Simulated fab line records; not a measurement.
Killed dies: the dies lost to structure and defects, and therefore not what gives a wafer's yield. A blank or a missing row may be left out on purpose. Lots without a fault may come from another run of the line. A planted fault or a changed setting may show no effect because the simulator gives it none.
Split-lot experiment	flow n5_finfet	39 wafers read from 7 lots, route of 1938 steps

## ABOUT THE SPLIT
At N5_DUMMY_GATE_ETCH_37 (etches SOC in N2/H2, target depth 60 nm, overetch 30 nm), the setting source_w was moved away from the recipe's 840 W on 15 of the 39 wafers read, by -13.9% to +16.5%. All remaining wafers had this setting at the recipe value.

The reading comes from the split's own step.

## THE READING
rf_vpp_V, in V, at N5_DUMMY_GATE_ETCH_37 (etches SOC in N2/H2, target depth 60 nm, overetch 30 nm). A value of 523.7 V with a standard deviation of 3 V is what fault-free wafers of this fab line usually give.

wafer	tool, chamber at the split	source_w as run, W	against the recipe	rf_vpp_V, V	against lot-mates on the recipe
L074.1	rie_diel-05, 0	723.2	-13.9%	546.3	+23.3
L074.2	rie_diel-05, 3	840	recipe	527.1	-
L074.3	rie_diel-05, 2	840	recipe	521.7	-
L074.4	rie_diel-05, 3	723.2	-13.9%	554.4	+31.4
L074.5	rie_diel-05, 0	840	recipe	520.3	-
L074.6	rie_diel-05, 2	723.2	-13.9%	548.3	+25.3
L076.1	rie_diel-04, 3	840	recipe	522.0	-
L076.2	rie_diel-04, 2	840	recipe	529.1	-
L076.3	rie_diel-04, 0	840	recipe	520.0	-
L076.4	rie_diel-04, 1	742.4	-11.6%	544.6	+20.9
L076.5	rie_diel-04, 1	742.4	-11.6%	544.4	+20.7
L076.6	rie_diel-04, 0	742.4	-11.6%	541.5	+17.8
L080.3	rie_diel-02, 0	840	recipe	522.6	-
L080.4	rie_diel-02, 1	840	recipe	522.5	-
L080.5	rie_diel-02, 2	840	recipe	529.0	-
L081.1	rie_diel-05, 3	840	recipe	529.2	-
L081.2	rie_diel-05, 1	978.5	+16.5%	497.1	-26.7
L081.3	rie_diel-05, 0	840	recipe	520.9	-
L081.4	rie_diel-05, 2	978.5	+16.5%	495.6	-28.2
L081.5	rie_diel-05, 3	978.5	+16.5%	501.7	-22.1
L081.6	rie_diel-05, 0	840	recipe	521.4	-
L083.1	rie_diel-02, 2	840	recipe	528.6	-
L083.2	rie_diel-02, 1	840	recipe	522.8	-
L083.3	rie_diel-02, 0	840	recipe	522.3	-
L083.4	rie_diel-02, 3	840	recipe	521.5	-
L083.5	rie_diel-02, 0	840	recipe	524.0	-
L083.6	rie_diel-02, 1	840	recipe	522.3	-
L090.1	rie_diel-02, 0	792.8	-5.6%	532.9	+8.8
L090.2	rie_diel-02, 3	840	recipe	522.6	-
L090.3	rie_diel-02, 2	840	recipe	527.8	-
L090.4	rie_diel-02, 3	840	recipe	521.9	-
L090.5	rie_diel-02, 0	792.8	-5.6%	532.2	+8.1
L090.6	rie_diel-02, 2	792.8	-5.6%	538.8	+14.7
L096.1	rie_diel-05, 2	727.5	-13.4%	545.3	+24.1
L096.2	rie_diel-05, 0	840	recipe	519.7	-
L096.3	rie_diel-05, 3	727.5	-13.4%	553.8	+32.6
L096.4	rie_diel-05, 1	840	recipe	522.0	-
L096.5	rie_diel-05, 1	727.5	-13.4%	547.3	+26.1
L096.6	rie_diel-05, 2	840	recipe	522.0	-

FIT RESULTS
A straight line over all 39 wafers: rf_vpp_V changes by -1.72 V for each +1% of source_w; r = -0.97; the points scatter about the line by 3.3 V.
The same after taking each lot's own level away (the mean of its wafers on the recipe; 39 wafers): -1.77 V for each +1%; r = -0.97; scatter 3.3 V.
Per that fit: largest source_w move, reading shift of 29 V.
Measured against the standard deviation above, the lots' own levels, which go from 521.23 to 524.70 V, span 1.2 times it.
Consequently the slope shifts little with the lot-to-lot level, the two slopes agreeing.
Check: for one of the wafers moved furthest among these (+16.5%), held out of the fit, the line's prediction against its lot-mates is -28.8 V. It came out at -26.7 V against them.
Tool readings at the split's step, against how far the setting was moved: rf_vpp_V r = -0.97.

## FILE'S OWN FIT
rf_vpp_V changes by -1.79 V for each +1% of source_w, r = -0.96.
